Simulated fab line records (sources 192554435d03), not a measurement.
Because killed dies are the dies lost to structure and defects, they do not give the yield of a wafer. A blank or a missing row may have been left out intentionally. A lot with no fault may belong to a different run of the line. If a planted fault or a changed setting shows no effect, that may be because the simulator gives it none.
What tool caused it? || flow n5-finfet || Sampling: 10 lots, 27 wafers, 5 of 1938 route steps

WHAT THE GAUGES SHOWED, per wafer
N5_BEOL_M4_RC_MEAS_101. Usual: DIBL_N 36.5 mV/V, standard deviation 1.9; DIBL_P 36.4 mV/V, standard deviation 2.2; IOFF_N 0.17 nA/um, standard deviation 0.034; IOFF_P 0.21 nA/um, standard deviation 0.036; ION_N 678 uA/um, standard deviation 12; ION_P 462 uA/um, standard deviation 7.1; SS_N 71.7 mV/dec, standard deviation 0.61; SS_P 73.4 mV/dec, standard deviation 0.71; VT_N 249 mV, standard deviation 3.5; VT_P -251 mV, standard deviation 3.
{"lot": "L148", "measured": "day 8 17:21", "on": "prober-02", "DIBL_N (mV/V)": "37.6 40.3 36.1", "DIBL_P (mV/V)": "37.9 40.5 35.1", "IOFF_N (nA/um)": "0.16 0.23 0.15", "IOFF_P (nA/um)": "0.23 0.27 0.18", "ION_N (uA/um)": "671 691 666", "ION_P (uA/um)": "455 471 453", "SS_N (mV/dec)": "71.6 71.8 70.9", "SS_P (mV/dec)": "73.9 75.4 73.0", "VT_N (mV)": "248 243 251", "VT_P (mV)": "-250 -247 -253", "flag": ""}
{"lot": "L149", "measured": "day 9 12:31", "on": "prober-02", "DIBL_N (mV/V)": "39.2 39.5", "DIBL_P (mV/V)": "39.0 38.4", "IOFF_N (nA/um)": "0.22 0.22", "IOFF_P (nA/um)": "0.23 0.24", "ION_N (uA/um)": "689 677", "ION_P (uA/um)": "462 464", "SS_N (mV/dec)": "72.0 72.4", "SS_P (mV/dec)": "74.0 73.7", "VT_N (mV)": "246 245", "VT_P (mV)": "-252 -252", "flag": ""}
{"lot": "L150", "measured": "day 9 16:39", "on": "prober-01", "DIBL_N (mV/V)": "32.0 36.2", "DIBL_P (mV/V)": "31.3 37.0", "IOFF_N (nA/um)": "0.11 0.19", "IOFF_P (nA/um)": "0.16 0.25", "ION_N (uA/um)": "660 694", "ION_P (uA/um)": "462 475", "SS_N (mV/dec)": "70.6 71.7", "SS_P (mV/dec)": "72.4 73.5", "VT_N (mV)": "256 246", "VT_P (mV)": "-253 -248", "flag": ""}
{"lot": "L157", "measured": "day 11 14:27", "on": "prober-02", "DIBL_N (mV/V)": "34.8 35.9 38.4", "DIBL_P (mV/V)": "36.8 37.5 41.5", "IOFF_N (nA/um)": "0.14 0.16 0.22", "IOFF_P (nA/um)": "0.22 0.22 0.30", "ION_N (uA/um)": "680 672 706", "ION_P (uA/um)": "472 464 483", "SS_N (mV/dec)": "71.0 72.0 72.2", "SS_P (mV/dec)": "72.4 72.7 73.6", "VT_N (mV)": "249 249 243", "VT_P (mV)": "-247 -249 -243", "flag": ""}
{"lot": "L159", "measured": "day 12 12:31", "on": "prober-01", "DIBL_N (mV/V)": "38.7 37.4 39.8", "DIBL_P (mV/V)": "36.9 35.4 39.0", "IOFF_N (nA/um)": "0.17 0.15 0.20", "IOFF_P (nA/um)": "0.20 0.18 0.24", "ION_N (uA/um)": "686 657 690", "ION_P (uA/um)": "460 455 466", "SS_N (mV/dec)": "71.9 71.2 72.5", "SS_P (mV/dec)": "73.5 73.8 74.3", "VT_N (mV)": "248 254 249", "VT_P (mV)": "-252 -254 -252", "flag": ""}
{"lot": "L160", "measured": "day 13 01:29", "on": "prober-01", "DIBL_N (mV/V)": "37.5 38.6 37.2", "DIBL_P (mV/V)": "36.2 39.0 37.2", "IOFF_N (nA/um)": "0.16 0.19 0.16", "IOFF_P (nA/um)": "0.18 0.22 0.19", "ION_N (uA/um)": "668 682 672", "ION_P (uA/um)": "446 451 452", "SS_N (mV/dec)": "72.7 71.7 72.5", "SS_P (mV/dec)": "73.4 73.4 73.2", "VT_N (mV)": "253 247 254", "VT_P (mV)": "-259 -252 -253", "flag": ""}
{"lot": "L161", "measured": "day 12 18:41", "on": "prober-02", "DIBL_N (mV/V)": "39.9 35.5 37.2", "DIBL_P (mV/V)": "40.4 34.8 36.8", "IOFF_N (nA/um)": "0.25 0.16 0.18", "IOFF_P (nA/um)": "0.28 0.19 0.23", "ION_N (uA/um)": "707 663 674", "ION_P (uA/um)": "470 453 462", "SS_N (mV/dec)": "72.9 71.0 72.1", "SS_P (mV/dec)": "75.2 73.6 74.4", "VT_N (mV)": "245 251 249", "VT_P (mV)": "-248 -251 -249", "flag": ""}
{"lot": "L164", "measured": "day 13 11:59", "on": "prober-01", "DIBL_N (mV/V)": "36.4 36.3", "DIBL_P (mV/V)": "37.1 36.7", "IOFF_N (nA/um)": "0.16 0.17", "IOFF_P (nA/um)": "0.21 0.21", "ION_N (uA/um)": "674 700", "ION_P (uA/um)": "459 474", "SS_N (mV/dec)": "71.1 71.9", "SS_P (mV/dec)": "73.2 73.1", "VT_N (mV)": "250 247", "VT_P (mV)": "-251 -251", "flag": ""}
{"lot": "L165", "measured": "day 13 19:34", "on": "prober-01", "DIBL_N (mV/V)": "33.3 33.8 35.5", "DIBL_P (mV/V)": "34.4 34.5 36.3", "IOFF_N (nA/um)": "0.14 0.12 0.16", "IOFF_P (nA/um)": "0.16 0.16 0.19", "ION_N (uA/um)": "686 662 674", "ION_P (uA/um)": "462 455 456", "SS_N (mV/dec)": "72.0 71.7 71.9", "SS_P (mV/dec)": "72.5 73.3 73.9", "VT_N (mV)": "250 254 250", "VT_P (mV)": "-254 -253 -253", "flag": ""}
{"lot": "L169", "measured": "day 14 21:52", "on": "prober-01", "DIBL_N (mV/V)": "33.3 37.5 36.8", "DIBL_P (mV/V)": "33.5 38.2 36.7", "IOFF_N (nA/um)": "0.13 0.19 0.18", "IOFF_P (nA/um)": "0.15 0.21 0.20", "ION_N (uA/um)": "663 677 680", "ION_P (uA/um)": "460 459 460", "SS_N (mV/dec)": "71.1 72.0 71.3", "SS_P (mV/dec)": "72.2 73.9 73.4", "VT_N (mV)": "250 248 244", "VT_P (mV)": "-253 -250 -252", "flag": ""}

WHAT TOOL EACH LOT RAN ON (gives the tool, then ch and the chambers of the sampled wafers, and finally the start)
{"lot": "L148", "N5_BEOL_M0_STRIP_104": "rie-diel-04 ch 0,2, day 6 06:43", "N5_BEOL_M0_SPUTTER_116": "pvd-sputter-03, day 6 08:10", "N5_BEOL_M0_SPUTTER_134": "pvd-sputter-03, day 6 08:25", "N5_BEOL_M0_PRE_CLEAN_131": "cvd-co-01 ch 0,1, day 6 09:34"}
{"lot": "L149", "N5_BEOL_M0_STRIP_104": "rie-diel-03 ch 0,2, day 6 13:31", "N5_BEOL_M0_SPUTTER_116": "pvd-sputter-03, day 6 14:50", "N5_BEOL_M0_SPUTTER_134": "pvd-sputter-03, day 6 15:04", "N5_BEOL_M0_PRE_CLEAN_131": "cvd-co-02 ch 2, day 6 16:05"}
{"lot": "L150", "N5_BEOL_M0_STRIP_104": "rie-diel-04 ch 1,2, day 6 13:50", "N5_BEOL_M0_SPUTTER_116": "pvd-sputter-02, day 6 14:56", "N5_BEOL_M0_SPUTTER_134": "pvd-sputter-02, day 6 15:10", "N5_BEOL_M0_PRE_CLEAN_131": "cvd-co-01 ch 1,2, day 6 16:20"}
{"lot": "L157", "N5_BEOL_M0_STRIP_104": "rie-diel-04 ch 2,3, day 8 10:19", "N5_BEOL_M0_SPUTTER_116": "pvd-sputter-02, day 8 12:43", "N5_BEOL_M0_SPUTTER_134": "pvd-sputter-02, day 8 12:57", "N5_BEOL_M0_PRE_CLEAN_131": "cvd-co-02 ch 0,1,2, day 8 14:23"}
{"lot": "L159", "N5_BEOL_M0_STRIP_104": "rie-diel-01 ch 1,2,3, day 8 19:58", "N5_BEOL_M0_SPUTTER_116": "pvd-sputter-03, day 8 23:43", "N5_BEOL_M0_SPUTTER_134": "pvd-sputter-03, day 8 23:57", "N5_BEOL_M0_PRE_CLEAN_131": "cvd-co-01 ch 0,1,2, day 9 01:14"}
{"lot": "L160", "N5_BEOL_M0_STRIP_104": "rie-diel-01 ch 0,1, day 9 05:04", "N5_BEOL_M0_SPUTTER_116": "pvd-sputter-03, day 9 07:06", "N5_BEOL_M0_SPUTTER_134": "pvd-sputter-03, day 9 07:35", "N5_BEOL_M0_PRE_CLEAN_131": "cvd-co-01 ch 0,1, day 9 08:43"}
{"lot": "L161", "N5_BEOL_M0_STRIP_104": "rie-diel-03 ch 0,3, day 9 08:05", "N5_BEOL_M0_SPUTTER_116": "pvd-sputter-02, day 9 09:26", "N5_BEOL_M0_SPUTTER_134": "pvd-sputter-02, day 9 09:40", "N5_BEOL_M0_PRE_CLEAN_131": "cvd-co-01 ch 0,1,2, day 9 10:37"}
{"lot": "L164", "N5_BEOL_M0_STRIP_104": "rie-diel-04 ch 0,3, day 10 13:16", "N5_BEOL_M0_SPUTTER_116": "pvd-sputter-01, day 10 16:40", "N5_BEOL_M0_SPUTTER_134": "pvd-sputter-01, day 10 16:54", "N5_BEOL_M0_PRE_CLEAN_131": "cvd-co-01 ch 1,2, day 10 17:52"}
{"lot": "L165", "N5_BEOL_M0_STRIP_104": "rie-diel-03 ch 0,2,3, day 10 18:15", "N5_BEOL_M0_SPUTTER_116": "pvd-sputter-02, day 10 20:40", "N5_BEOL_M0_SPUTTER_134": "pvd-sputter-02, day 10 20:54", "N5_BEOL_M0_PRE_CLEAN_131": "cvd-co-02 ch 0,1,2, day 10 22:18"}
{"lot": "L169", "N5_BEOL_M0_STRIP_104": "rie-diel-01 ch 0,1, day 11 10:34", "N5_BEOL_M0_SPUTTER_116": "pvd-sputter-03, day 11 13:25", "N5_BEOL_M0_SPUTTER_134": "pvd-sputter-03, day 11 13:40", "N5_BEOL_M0_PRE_CLEAN_131": "cvd-co-01 ch 1,2, day 11 14:38"}
- N5_BEOL_M0_STRIP_104: strips in N2/H2.
- N5_BEOL_M0_SPUTTER_116: material Cu, target thk 4 nm, time 7.37 s.
- N5_BEOL_M0_SPUTTER_134: material Cu, target thk 4 nm, time 7.37 s.
- N5_BEOL_M0_PRE_CLEAN_131: time 15 s.

WHAT THE TOOLS THEMSELVES READ (means of the sampled wafers that have a number; where no wafer has one, the mark that the record gives instead)
N5_BEOL_M0_STRIP_104. Usual: bias-power-w 6.998 W, standard deviation 0.021; drypump-motor-current-A 5.5 A, standard deviation 0.36; oes-product-au 0.82 a.u., standard deviation 0.084; rf-vpp-V 59.1 V, standard deviation 1.7; showerhead-plenum-p-Torr 2.54 Torr, standard deviation 0.1; throttle-valve-pct 23.53 %, standard deviation 0.27.
{"lot": "L148", "tool": "rie-diel-04", "bias-power-w (W)": 6.999, "drypump-motor-current-A (A)": 5.2, "oes-product-au (a.u.)": 0.73, "rf-vpp-V (V)": 59.6, "showerhead-plenum-p-Torr (Torr)": 2.51, "throttle-valve-pct (%)": 23.39, "flag": ""}
{"lot": "L149", "tool": "rie-diel-03", "bias-power-w (W)": 7.006, "drypump-motor-current-A (A)": 5.5, "oes-product-au (a.u.)": 0.77, "rf-vpp-V (V)": 57.0, "showerhead-plenum-p-Torr (Torr)": 2.46, "throttle-valve-pct (%)": 23.62, "flag": ""}
{"lot": "L150", "tool": "rie-diel-04", "bias-power-w (W)": 7.000, "drypump-motor-current-A (A)": 6.0, "oes-product-au (a.u.)": 0.87, "rf-vpp-V (V)": 57.6, "showerhead-plenum-p-Torr (Torr)": 2.52, "throttle-valve-pct (%)": 23.60, "flag": ""}
{"lot": "L157", "tool": "rie-diel-04", "bias-power-w (W)": 6.995, "drypump-motor-current-A (A)": 5.6, "oes-product-au (a.u.)": 0.86, "rf-vpp-V (V)": 59.2, "showerhead-plenum-p-Torr (Torr)": 2.61, "throttle-valve-pct (%)": 23.36, "flag": ""}
{"lot": "L159", "tool": "rie-diel-01", "bias-power-w (W)": 6.994, "drypump-motor-current-A (A)": 5.4, "oes-product-au (a.u.)": 0.85, "rf-vpp-V (V)": 58.7, "showerhead-plenum-p-Torr (Torr)": 2.52, "throttle-valve-pct (%)": 23.46, "flag": ""}
{"lot": "L160", "tool": "rie-diel-01", "bias-power-w (W)": 6.996, "drypump-motor-current-A (A)": 5.4, "oes-product-au (a.u.)": 0.90, "rf-vpp-V (V)": 58.9, "showerhead-plenum-p-Torr (Torr)": 2.52, "throttle-valve-pct (%)": 23.52, "flag": ""}
{"lot": "L161", "tool": "rie-diel-03", "bias-power-w (W)": 7.011, "drypump-motor-current-A (A)": 5.4, "oes-product-au (a.u.)": 0.77, "rf-vpp-V (V)": 59.4, "showerhead-plenum-p-Torr (Torr)": 2.52, "throttle-valve-pct (%)": 23.47, "flag": ""}
{"lot": "L164", "tool": "rie-diel-04", "bias-power-w (W)": 6.993, "drypump-motor-current-A (A)": 5.6, "oes-product-au (a.u.)": 0.92, "rf-vpp-V (V)": 60.6, "showerhead-plenum-p-Torr (Torr)": 2.59, "throttle-valve-pct (%)": 23.55, "flag": ""}
{"lot": "L165", "tool": "rie-diel-03", "bias-power-w (W)": 7.005, "drypump-motor-current-A (A)": 5.5, "oes-product-au (a.u.)": 0.76, "rf-vpp-V (V)": 58.6, "showerhead-plenum-p-Torr (Torr)": 2.52, "throttle-valve-pct (%)": 23.58, "flag": ""}
{"lot": "L169", "tool": "rie-diel-01", "bias-power-w (W)": 6.990, "drypump-motor-current-A (A)": 5.3, "oes-product-au (a.u.)": 0.87, "rf-vpp-V (V)": 59.0, "showerhead-plenum-p-Torr (Torr)": 2.56, "throttle-valve-pct (%)": 23.51, "flag": ""}

N5_BEOL_M0_SPUTTER_116. Usual: chamber-pressure-pa 0.07003 Pa, standard deviation 0.00016; chuck-gas-flow-sccm 1.28 sccm, standard deviation 0.05; throttle-valve-pct 30.3 %, standard deviation 1.3.
{"lot": "L148", "tool": "pvd-sputter-03", "chamber-pressure-pa (Pa)": 0.06994, "chuck-gas-flow-sccm (sccm)": 1.28, "throttle-valve-pct (%)": 29.5, "flag": ""}
{"lot": "L149", "tool": "pvd-sputter-03", "chamber-pressure-pa (Pa)": 0.06978, "chuck-gas-flow-sccm (sccm)": 1.27, "throttle-valve-pct (%)": 30.2, "flag": ""}
{"lot": "L150", "tool": "pvd-sputter-02", "chamber-pressure-pa (Pa)": 0.06986, "chuck-gas-flow-sccm (sccm)": 1.29, "throttle-valve-pct (%)": 28.5, "flag": ""}
{"lot": "L157", "tool": "pvd-sputter-02", "chamber-pressure-pa (Pa)": 0.06991, "chuck-gas-flow-sccm (sccm)": 1.28, "throttle-valve-pct (%)": 30.1, "flag": ""}
{"lot": "L159", "tool": "pvd-sputter-03", "chamber-pressure-pa (Pa)": "-", "chuck-gas-flow-sccm (sccm)": "-", "throttle-valve-pct (%)": "-", "flag": "OFF"}
{"lot": "L160", "tool": "pvd-sputter-03", "chamber-pressure-pa (Pa)": "-", "chuck-gas-flow-sccm (sccm)": "-", "throttle-valve-pct (%)": "-", "flag": "OFF"}
{"lot": "L161", "tool": "pvd-sputter-02", "chamber-pressure-pa (Pa)": "-", "chuck-gas-flow-sccm (sccm)": "-", "throttle-valve-pct (%)": "-", "flag": "OFF"}
{"lot": "L164", "tool": "pvd-sputter-01", "chamber-pressure-pa (Pa)": 0.06992, "chuck-gas-flow-sccm (sccm)": 1.25, "throttle-valve-pct (%)": 31.7, "flag": ""}
{"lot": "L165", "tool": "pvd-sputter-02", "chamber-pressure-pa (Pa)": 0.06995, "chuck-gas-flow-sccm (sccm)": 1.23, "throttle-valve-pct (%)": 29.5, "flag": ""}
{"lot": "L169", "tool": "pvd-sputter-03", "chamber-pressure-pa (Pa)": 0.07007, "chuck-gas-flow-sccm (sccm)": 1.30, "throttle-valve-pct (%)": 29.2, "flag": ""}

N5_BEOL_M0_SPUTTER_134. Usual: chamber-pressure-pa 0.07002 Pa, standard deviation 0.00014; chuck-gas-flow-sccm 1.28 sccm, standard deviation 0.058; throttle-valve-pct 30.3 %, standard deviation 1.3.
{"lot": "L148", "tool": "pvd-sputter-03", "chamber-pressure-pa (Pa)": 0.06995, "chuck-gas-flow-sccm (sccm)": 1.29, "throttle-valve-pct (%)": 29.5, "flag": ""}
{"lot": "L149", "tool": "pvd-sputter-03", "chamber-pressure-pa (Pa)": 0.07000, "chuck-gas-flow-sccm (sccm)": 1.35, "throttle-valve-pct (%)": 30.4, "flag": ""}
{"lot": "L150", "tool": "pvd-sputter-02", "chamber-pressure-pa (Pa)": 0.07005, "chuck-gas-flow-sccm (sccm)": 1.31, "throttle-valve-pct (%)": 28.4, "flag": ""}
{"lot": "L157", "tool": "pvd-sputter-02", "chamber-pressure-pa (Pa)": 0.06993, "chuck-gas-flow-sccm (sccm)": 1.26, "throttle-valve-pct (%)": 30.1, "flag": ""}
{"lot": "L159", "tool": "pvd-sputter-03", "chamber-pressure-pa (Pa)": 0.06986, "chuck-gas-flow-sccm (sccm)": 1.26, "throttle-valve-pct (%)": 29.4, "flag": ""}
{"lot": "L160", "tool": "pvd-sputter-03", "chamber-pressure-pa (Pa)": 0.07001, "chuck-gas-flow-sccm (sccm)": 1.18, "throttle-valve-pct (%)": 30.8, "flag": ""}
{"lot": "L161", "tool": "pvd-sputter-02", "chamber-pressure-pa (Pa)": 0.07006, "chuck-gas-flow-sccm (sccm)": 1.24, "throttle-valve-pct (%)": 30.2, "flag": ""}
{"lot": "L164", "tool": "pvd-sputter-01", "chamber-pressure-pa (Pa)": 0.07021, "chuck-gas-flow-sccm (sccm)": 1.23, "throttle-valve-pct (%)": 32.0, "flag": ""}
{"lot": "L165", "tool": "pvd-sputter-02", "chamber-pressure-pa (Pa)": 0.06993, "chuck-gas-flow-sccm (sccm)": 1.22, "throttle-valve-pct (%)": 29.5, "flag": ""}
{"lot": "L169", "tool": "pvd-sputter-03", "chamber-pressure-pa (Pa)": 0.06991, "chuck-gas-flow-sccm (sccm)": 1.25, "throttle-valve-pct (%)": 29.0, "flag": ""}

N5_BEOL_M0_PRE_CLEAN_131. Usual: 83 W for heater-power-w, sd 25.
{"lot": "L148", "tool": "cvd-co-01", "heater-power-w (W)": 78, "flag": ""}
{"lot": "L149", "tool": "cvd-co-02", "heater-power-w (W)": 77, "flag": ""}
{"lot": "L150", "tool": "cvd-co-01", "heater-power-w (W)": 99, "flag": ""}
{"lot": "L157", "tool": "cvd-co-02", "heater-power-w (W)": 76, "flag": ""}
{"lot": "L159", "tool": "cvd-co-01", "heater-power-w (W)": 90, "flag": ""}
{"lot": "L160", "tool": "cvd-co-01", "heater-power-w (W)": 77, "flag": ""}
{"lot": "L161", "tool": "cvd-co-01", "heater-power-w (W)": 91, "flag": ""}
{"lot": "L164", "tool": "cvd-co-01", "heater-power-w (W)": 96, "flag": ""}
{"lot": "L165", "tool": "cvd-co-02", "heater-power-w (W)": 77, "flag": ""}
{"lot": "L169", "tool": "cvd-co-01", "heater-power-w (W)": 93, "flag": ""}

THE ANSWER, worked out from the rows above alone
Rule: lot off if the mean of its wafers having a number is beyond 3 standard deviations from the usual mean. A lot without any number at a reading at which 4 lots or more have one is off too. The other lots that the step has rows for count as sound. Order of review: gauges by route order, followed by the tools' own readings, for which a lot's mean as printed above is used. At the first step where some lot is off, the reading lying furthest off is the one used; lots without a number count as furthest.
Off: L159, L160, L161, at N5_BEOL_M0_SPUTTER_116 (chamber-pressure-pa). Without a number there: L159, L160, L161.
A tool fits if, at that step or a process step before it, it ran every lot that is off, and no sound lot after the first of them. No candidate that was tried fits.

WHAT WAS PUT IN BY THE SIMULATOR
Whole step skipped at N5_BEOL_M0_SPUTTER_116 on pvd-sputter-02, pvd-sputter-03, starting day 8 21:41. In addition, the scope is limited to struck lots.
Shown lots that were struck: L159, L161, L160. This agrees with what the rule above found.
